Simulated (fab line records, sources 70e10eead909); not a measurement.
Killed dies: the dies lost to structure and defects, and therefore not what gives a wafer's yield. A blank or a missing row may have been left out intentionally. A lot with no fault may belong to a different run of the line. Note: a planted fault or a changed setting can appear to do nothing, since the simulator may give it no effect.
What tool caused it?	flow nand harc	36 wafers from 12 lots sampled at 5 of the route's 1159 steps

## WHAT EACH GAUGE READ, for each wafer
NHARC_END_SORT_01.
lot	measured	on	defect limited yield (%)	killed at array	killed at other	killed at periphery	killed dies	killed open	killed short	sort_bin_2_pct (%)	sort_bin_3_pct (%)	sort_bin_4_pct (%)	sort n pass	sort rim yield pct (%)	sort yield pct (%)
L484	day 20 09:07	prober-01	97.6 95.9 97.0	10 17 15	1 0 1	5 11 4	16 28 20	2 3 3	1 1 4	0.3 1.8 0.9	0 0 0.15	2.1 2.4 1.9	661 649 657	99.1 93.4 98.1	97.6 95.9 97.0
L481	day 20 16:42	prober-02	94.8 95.7 96.3	25 24 20	3 0 0	7 5 5	35 29 25	2 1 1	4 1 3	1.5 0.9 0.9	0.59 0.44 0.30	3.1 3.0 2.5	642 648 652	96.2 99.1 98.1	94.8 95.7 96.3
L488	day 21 22:05	prober-02	93.2 93.2 93.1	45 42 44	0 1 0	1 3 3	46 46 47	6 2 5	1 1 1	2.2 2.5 2.5	0.15 0.89 0.59	4.4 3.4 3.8	631 631 630	98.1 96.2 94.3	93.2 93.2 93.1
L491	day 22 05:33	prober-01	96.2 97.8 97.0	21 12 12	3 1 4	2 2 4	26 15 20	3 3 6	2 1 2	0.9 0.9 1.3	0.15 0 0.15	2.8 1.3 1.5	651 662 657	93.4 97.2 94.3	96.2 97.8 97.0
L494	day 22 06:22	prober-02	94.7 0 94.7	35 34 30	0 642 0	1 1 6	36 677 36	3 2 8	0 0 4	1.9 97.6 1.8	0.44 0 0.30	3.0 2.4 3.2	641 0 641	94.3 0 90.6	94.7 0 94.7
L493	day 23 03:23	prober-01	0 95.6 96.8	35 26 18	640 0 1	2 4 3	677 30 22	3 5 3	1 1 1	96.3 1.6 0.9	0.30 0 0	3.4 2.8 2.4	0 647 655	0 98.1 90.6	0 95.6 96.8
L500	day 25 00:27	prober-01	94.5 92.8 93.1	33 47 39	0 0 1	4 2 7	37 49 47	3 2 3	2 1 2	1.6 2.8 2.8	0.15 0 0.44	3.7 4.4 3.7	640 628 630	97.2 95.3 94.3	94.5 92.8 93.1

## EACH LOT AND THE TOOL THAT RAN IT (in order: tool; ch and the chambers of the sampled wafers; start)
lot	NHARC_THIN_TSV_ETCH_44	NHARC_THIN_TSV_DEGAS_49	NHARC_THIN_TSV_PVD_51	NHARC_THIN_TSV_PRE_CLEAN_54
L480	rie diel-11 ch 2,3, day 19 00:16	pvd sputter-03, day 19 02:47	pvd sputter-03, day 19 03:04	pvd sputter-01, day 19 04:52
L484	rie diel-04 ch 0,3, day 19 07:00	pvd sputter-03, day 19 09:32	pvd sputter-03, day 19 09:50	pvd sputter-01, day 19 11:37
L481	rie diel-11 ch 0,1,2, day 19 10:50	pvd sputter-02, day 19 13:18	pvd sputter-02, day 19 13:35	pvd sputter-01, day 19 15:24
L486	rie diel-04 ch 1,3, day 21 05:02	pvd sputter-03, day 21 08:03	pvd sputter-03, day 21 08:20	pvd sputter-01, day 21 10:07
L488	rie diel-09 ch 0,1,3, day 21 06:35	pvd sputter-01, day 21 09:08	pvd sputter-01, day 21 09:25	pvd sputter-02, day 21 11:13
L491	rie diel-09 ch 1,2,3, day 21 14:38	pvd sputter-01, day 21 17:08	pvd sputter-01, day 21 17:26	pvd sputter-02, day 21 19:14
L494	rie diel-04 ch 0,3, day 21 15:46	pvd sputter-03, day 21 18:18	pvd sputter-03, day 21 18:34	pvd sputter-01, day 21 20:27
L493	rie diel-04 ch 1,3, day 22 12:31	pvd sputter-03, day 22 15:13	pvd sputter-03, day 22 15:31	pvd sputter-02, day 22 17:35
L497	rie diel-04 ch 1,2,3, day 23 17:26	pvd sputter-01, day 23 20:13	pvd sputter-01, day 23 20:31	pvd sputter-02, day 23 22:35
L498	rie diel-09 ch 1,3, day 24 01:43	pvd sputter-01, day 24 04:19	pvd sputter-01, day 24 04:35	pvd sputter-01, day 24 06:25
L500	rie diel-04 ch 2,3, day 24 08:41	pvd sputter-02, day 24 11:26	pvd sputter-02, day 24 11:47	pvd sputter-01, day 24 13:53
L501	rie diel-11 ch 0,1,3, day 24 09:58	pvd sputter-01, day 24 12:26	pvd sputter-01, day 24 12:43	pvd sputter-02, day 24 14:49
- NHARC_THIN_TSV_ETCH_44: etches the open film in CF4/O2, target depth 1594.2 nm, time 797.1 s.
- NHARC_THIN_TSV_DEGAS_49: time 120 s.
- NHARC_THIN_TSV_PVD_51: deposits Cu, target thk 100 nm.
- NHARC_THIN_TSV_PRE_CLEAN_54: time 30 s.

## WHAT THE TOOLS THEMSELVES READ (means of the sampled wafers that have a number; where no wafer has one, the mark that the record gives instead)
NHARC_THIN_TSV_ETCH_44.
lot	tool	drypump motor current A (A)	oes product au (a.u.)	rf vpp V (V)	showerhead plenum p Torr (Torr)	throttle valve pct (%)
L480	rie diel-11	6.0	1.008	791	1.79	16.924
L484	rie diel-04	5.8	1.003	788	1.75	16.912
L481	rie diel-11	5.5	0.992	793	1.81	16.916
L486	rie diel-04	5.9	1.009	788	1.74	16.916
L488	rie diel-09	5.8	1.002	795	1.84	16.915
L491	rie diel-09	5.9	1.005	793	1.81	16.907
L494	rie diel-04	5.8	1.006	789	1.75	16.923
L493	rie diel-04	5.9	1.004	788	1.74	16.917
L497	rie diel-04	5.8	0.996	793	1.81	16.909
L498	rie diel-09	6.0	1.010	791	1.78	16.914
L500	rie diel-04	5.7	0.986	797	1.88	16.914
L501	rie diel-11	5.9	1.002	793	1.80	16.924

NHARC_THIN_TSV_DEGAS_49.
lot	tool	heater power w (W)
L480	pvd sputter-03	467
L484	pvd sputter-03	497
L481	pvd sputter-02	457
L486	pvd sputter-03	495
L488	pvd sputter-01	418
L491	pvd sputter-01	507
L494	pvd sputter-03	499
L493	pvd sputter-03	503
L497	pvd sputter-01	468
L498	pvd sputter-01	472
L500	pvd sputter-02	445
L501	pvd sputter-01	491

NHARC_THIN_TSV_PVD_51.
lot	tool	chamber pressure pa (Pa)	throttle valve pct (%)
L480	pvd sputter-03	4.992	29.9
L484	pvd sputter-03	4.997	29.8
L481	pvd sputter-02	5.002	29.5
L486	pvd sputter-03	5.008	29.9
L488	pvd sputter-01	4.995	30.2
L491	pvd sputter-01	5.002	30.3
L494	pvd sputter-03	5.008	30.3
L493	pvd sputter-03	4.995	29.9
L497	pvd sputter-01	4.998	29.9
L498	pvd sputter-01	5.003	30.4
L500	pvd sputter-02	5.010	29.7
L501	pvd sputter-01	4.996	30.4

NHARC_THIN_TSV_PRE_CLEAN_54.
lot	tool	heater power w (W)
L480	pvd sputter-01	406
L484	pvd sputter-01	363
L481	pvd sputter-01	436
L486	pvd sputter-01	460
L488	pvd sputter-02	389
L491	pvd sputter-02	390
L494	pvd sputter-01	427
L493	pvd sputter-02	387
L497	pvd sputter-02	385
L498	pvd sputter-01	456
L500	pvd sputter-01	432
L501	pvd sputter-02	387

## THE ANSWER, worked out from the rows above alone
Rule: the lots themselves supply what counts as usual. The widest of any qualifying gaps counts: lots, ordered by their means at a reading, are off when they make up no more than a third of the lots, leave a main group of 4 or more, and stand apart from it by 3 or more times the standard deviation of that group's means. If all means in a main group match to the digits the tables above print for the reading, that group is not used. A lot without any number at a reading at which 4 lots or more have one is off too. The other lots that the step has rows for count as sound. After the gauges, taken in route order, come the tools' own readings; for these a lot's mean is taken, as printed above. At the first step where some lot is off, the reading lying furthest off is the one used; lots without a number count as furthest.
Off at NHARC_END_SORT_01 (killed at other): L494, L493. Main group: mean 1.0, sd 0.87. Neither off nor sound, because the step has no rows for them: L480, L486, L497, L498, L501.
If a tool, at a process step before that reading, ran all the lots that are off and no sound lot after the first of them, it fits. Gauges at NHARC_END_SORT_01: tried the same way as those tools. One candidate fits, namely pvd sputter-03 at NHARC_THIN_TSV_DEGAS_49 and NHARC_THIN_TSV_PVD_51. At NHARC_THIN_TSV_DEGAS_49 its last sound lot is L484 (day 19 09:32), its first lot that is off L494 (day 21 18:18): a fault that began between those two fits.

## WHAT WAS PUT IN BY THE SIMULATOR
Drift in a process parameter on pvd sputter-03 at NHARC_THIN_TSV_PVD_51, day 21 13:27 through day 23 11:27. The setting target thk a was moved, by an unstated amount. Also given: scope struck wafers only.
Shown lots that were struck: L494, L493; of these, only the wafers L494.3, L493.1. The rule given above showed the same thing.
